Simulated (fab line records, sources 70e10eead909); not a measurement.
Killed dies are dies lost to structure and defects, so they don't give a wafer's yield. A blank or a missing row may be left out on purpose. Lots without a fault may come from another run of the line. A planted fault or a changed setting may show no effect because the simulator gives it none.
Problem report in the 8D (eight disciplines) form, filled by code | flow nand_harc | the parts of the form that need people (team, actions taken, sign-off) are left out

1. THE PROBLEM
run_length_s at NHARC_A_CHANNEL_FILL_D2_ETCHBACK_08 reads a mean of 222.3 s on 3 wafers of 2 lots; wafers without a fault read 131.3 s with a standard deviation of 0.45. That is +99 or more standard deviations from the usual mean.
The step: etches the open film in C4F8, target depth 220 nm, time 110 s.
First seen on wafer L124.6, day 17 20:01, on rie_diel-12. The record holds 36 wafers of 12 lots with a number at this step. Rule for "out", or "out of limits": more than 4 standard deviations from the usual mean. The other wafers with a number count as sound.

2. WHAT IT IS AND WHAT IT IS NOT
question                    | is                     | is not
which readings at this step | run_length_s           | oes_product_au, rf_vpp_V
which lots                  | L124, L126             | L120, L125, L132, L133, L135, L136, L137, L139, L140, L141
which wafers of those lots  | L124.5, L124.6, L126.5 | L124.2, L126.1, L126.3
read on which tools         | rie_diel-12            | rie_diel-11, rie_diel-13
when                        | from day 17 20:01      | up to then (4 sound wafers); but 29 sound wafers of L125, L126, L132, L133, L135, L136, L137, L139, L140, L141 came after

3. SUSPECTS, AND WHAT RULES EACH OUT
Counting: a tool at a process step up to the reading stays a suspect if it ran every lot that is out. Sound lots after the first of them don't rule it out here, since some wafers of a struck lot are sound.
- ald_hk-04 at NHARC_A_CHANNEL_FILL_D2_ALD_14 (deposits SiO2, target thk 2.5 nm, pulse time 10 s, ald cycles 25): kept. It ran every lot that is out, first L124 (day 16 05:43); its last sound lot up to then is L120 (day 14 06:23).
- rie_diel-12 at NHARC_A_CHANNEL_FILL_D2_ETCHBACK_08 (etches the open film in C4F8, target depth 220 nm, time 110 s): kept. It ran every lot that is out, first L124 (day 17 20:01); its last sound lot up to then is L120 (day 15 17:05). Its own readings are out on those wafers: run_length_s.
Left after counting: ald_hk-04 at NHARC_A_CHANNEL_FILL_D2_ALD_14, rie_diel-12 at NHARC_A_CHANNEL_FILL_D2_ETCHBACK_08.

4. THE CAUSE (what the simulator had put in)
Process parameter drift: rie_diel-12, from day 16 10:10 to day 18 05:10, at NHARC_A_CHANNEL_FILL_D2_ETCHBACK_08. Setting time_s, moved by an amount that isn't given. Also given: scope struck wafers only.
Counting left 2 suspects, and this tool is among them.

5. THE CHAIN OF EFFECTS, in route order
Each row: a reading whose mean over the struck wafers that have a number lies more than 3 standard deviations from the usual. Only readings for which the record gives a usual standard deviation are gone through. hours: the time from each lot's start at the first step in this table that gives one to its start at this step, as a median over the lots. sigmas: the change in usual standard deviations.
hours | step                                | reading      | usual   | on struck wafers | change | sigmas
0     | NHARC_A_CHANNEL_FILL_D2_ETCHBACK_08 | run_length_s | 131.3 s | 222.3            | +91.0  | +99 or more
The process steps in it:
- NHARC_A_CHANNEL_FILL_D2_ETCHBACK_08: etches the open film in C4F8, target depth 220 nm, time 110 s.

6. WHAT WOULD HAVE CAUGHT IT SOONER
In this record the first reading out of limits was taken at day 17 20:01, 34 hours after the fault began at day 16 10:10.
